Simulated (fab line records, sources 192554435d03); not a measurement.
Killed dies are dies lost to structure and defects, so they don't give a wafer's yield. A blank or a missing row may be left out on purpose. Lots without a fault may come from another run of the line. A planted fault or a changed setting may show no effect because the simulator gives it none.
A struck lot beside a sound one | flow n5_finfet | 16 steps out of a route of 1938
Sound: wafers L479.3, L479.4, L479.6. Struck: wafer L492.3. (L492.1, L492.5 of the same lot were not struck and are left out.) The cause comes at the end.
At each step with rows: each side's tool, then ch and its chambers, then its first start. Under that, the readings that differ: sound wafers | struck wafers | difference of the means | sigmas: that difference in standard deviations of wafers without a fault.
alike: readings whose means differ by less than 2 such deviations, and words and numbers that are the same on both sides. not compared: withheld readings, readings that some wafer has no value for, bounds like >300 that may hide the same value, and numbers for which the record gives no deviation and whose values overlap.
The two part at a step that has a row with sigmas, a row that says differs or no value, or rows on one side only. Numbers that don't overlap but have no deviation are shown without sigmas and don't part them. A reading that every wafer of one side lacks parts them only if that side has two wafers or more.

first, 2 steps without rows for these wafers: N5_BEOL_M0_CUTY_PEB_55 (peb time 60 s); N5_BEOL_M0_CUTY_DEVELOP_56 (develop time 30 s).
N5_BEOL_M0_CUTY_CD_MEAS_57: target cd 200 nm.
  sound on cd_sem-03 ch 0, day 7 10:20; struck on cd_sem-03 ch 0, day 10 10:51
  alike: cd_nm
N5_BEOL_M0_CUTY_OVL_MEAS_58:
  sound on overlay-02 ch 0, day 7 10:22; struck on overlay-01 ch 0, day 10 10:53
  alike: M0_ABLK_OVL
N5_BEOL_M0_CUTY_INSPECT_59: inspects for defects (macro).
  sound on defect_inspect-02, day 7 10:23; struck on defect_inspect-01, day 10 10:54
  alike: raw_defect_count
N5_BEOL_M0_CUTY_DESCUM_61: chemistry O2, time 7.9 s.
  sound on rie_diel-04 ch 0,3, day 7 10:44; struck on rie_diel-05 ch 0, day 10 11:18
  alike: drypump_motor_current_A, oes_product_au, rf_vpp_V, showerhead_plenum_p_Torr, throttle_valve_pct
  not compared: rf_hours_counter_h
N5_BEOL_M0_CUTY_ETCH_62: etches SiARC in CF4, time 58.5 s.
  sound on rie_diel-04 ch 0,3, day 7 10:46; struck on rie_diel-05 ch 0, day 10 11:20
  alike: drypump_motor_current_A, etch_rf_on_time_s, mfc_ar_sccm, oes_product_au, rf_vpp_V, showerhead_plenum_p_Torr, throttle_valve_pct
  not compared: rf_hours_counter_h
N5_BEOL_M0_CUTY_ETCH_63: etches SOC in N2/H2, target depth 82.7 nm, overetch 16.5 nm, time 124 s.
  sound on rie_diel-04 ch 0,3, day 7 10:49; struck on rie_diel-05 ch 0, day 10 11:23
  alike: drypump_motor_current_A, oes_product_au, rf_vpp_V, showerhead_plenum_p_Torr, throttle_valve_pct
  not compared: rf_hours_counter_h
then, 1 step without rows for these wafers: N5_BEOL_M0_CUTY_STRIP_64 (strips in N2/H2).
N5_BEOL_M0_ETCH_138: etches SiCN in CH3F/O2, target depth 12 nm, time 31.6 s.
  sound on rie_diel-04 ch 0,3, day 7 10:56; struck on rie_diel-05 ch 0, day 10 11:30
  alike: drypump_motor_current_A, etch_rf_on_time_s, mfc_ar_sccm, oes_product_au, rf_vpp_V, showerhead_plenum_p_Torr, throttle_valve_pct
  not compared: rf_hours_counter_h
then, 1 step without rows for these wafers: N5_BEOL_M0_HM_OPEN_105 (chemistry Cl2/BCl3, target TiN, target depth 12 nm).
N5_BEOL_M0_STRIP_140: strips in CF4.
  sound on rie_diel-05 ch 1,2,3, day 7 11:13; struck on rie_diel-05 ch 3, day 10 12:27
  alike: drypump_motor_current_A, oes_product_au, power_w, rf_vpp_V, showerhead_plenum_p_Torr, throttle_valve_pct
  not compared: rf_hours_counter_h
N5_BEOL_M0_STRIP_104: strips in N2/H2.
  sound on rie_diel-05 ch 1,2,3, day 7 11:14; struck on rie_diel-05 ch 3, day 10 12:28
  reading     | sound             | struck | difference | sigmas
  power_w (W) | 449.1 448.9 451.3 | 553.9  | +104.1     | +74
  alike: drypump_motor_current_A, oes_product_au, rf_vpp_V, showerhead_plenum_p_Torr, throttle_valve_pct
  not compared: rf_hours_counter_h
then, 1 step without rows for these wafers: N5_BEOL_M0_WET_ETCH_106 (etches SiO2 in DHF, target depth 130 nm, rinse time 30 s).
-- the record jumps here: 2 days lie between the struck wafers' starts before and after (it left off in module BEOL_M0 and takes up again in module BEOL_M4, whose first step shown is number 1111 of the route) --
N5_BEOL_M4_RC_MEAS_101:
  sound on prober-02 ch 0, day 9 12:58; struck on prober-01 ch 0, day 12 14:37
  alike: DIBL_N, DIBL_P, IOFF_N, IOFF_P, ION_N, ION_P, SS_N, SS_P, VT_N, VT_P
-- the record jumps here: 4 days lie between the struck wafers' starts before and after (it left off in module BEOL_M4 and takes up again in module PASSIVATION, whose first step shown is number 1936 of the route) --
N5_PASSIVATION_PROBE_49:
  the record has rows for the struck wafers here (prober-02, day 16 23:17) and none for the sound ones

WHERE THEY PART
First at N5_BEOL_M0_STRIP_104; last, within this record, at N5_PASSIVATION_PROBE_49.

WHY: what the simulator had put in
Process parameter drift: rie_diel-05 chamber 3, from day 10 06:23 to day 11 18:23, at N5_BEOL_M0_STRIP_104. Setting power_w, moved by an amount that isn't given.
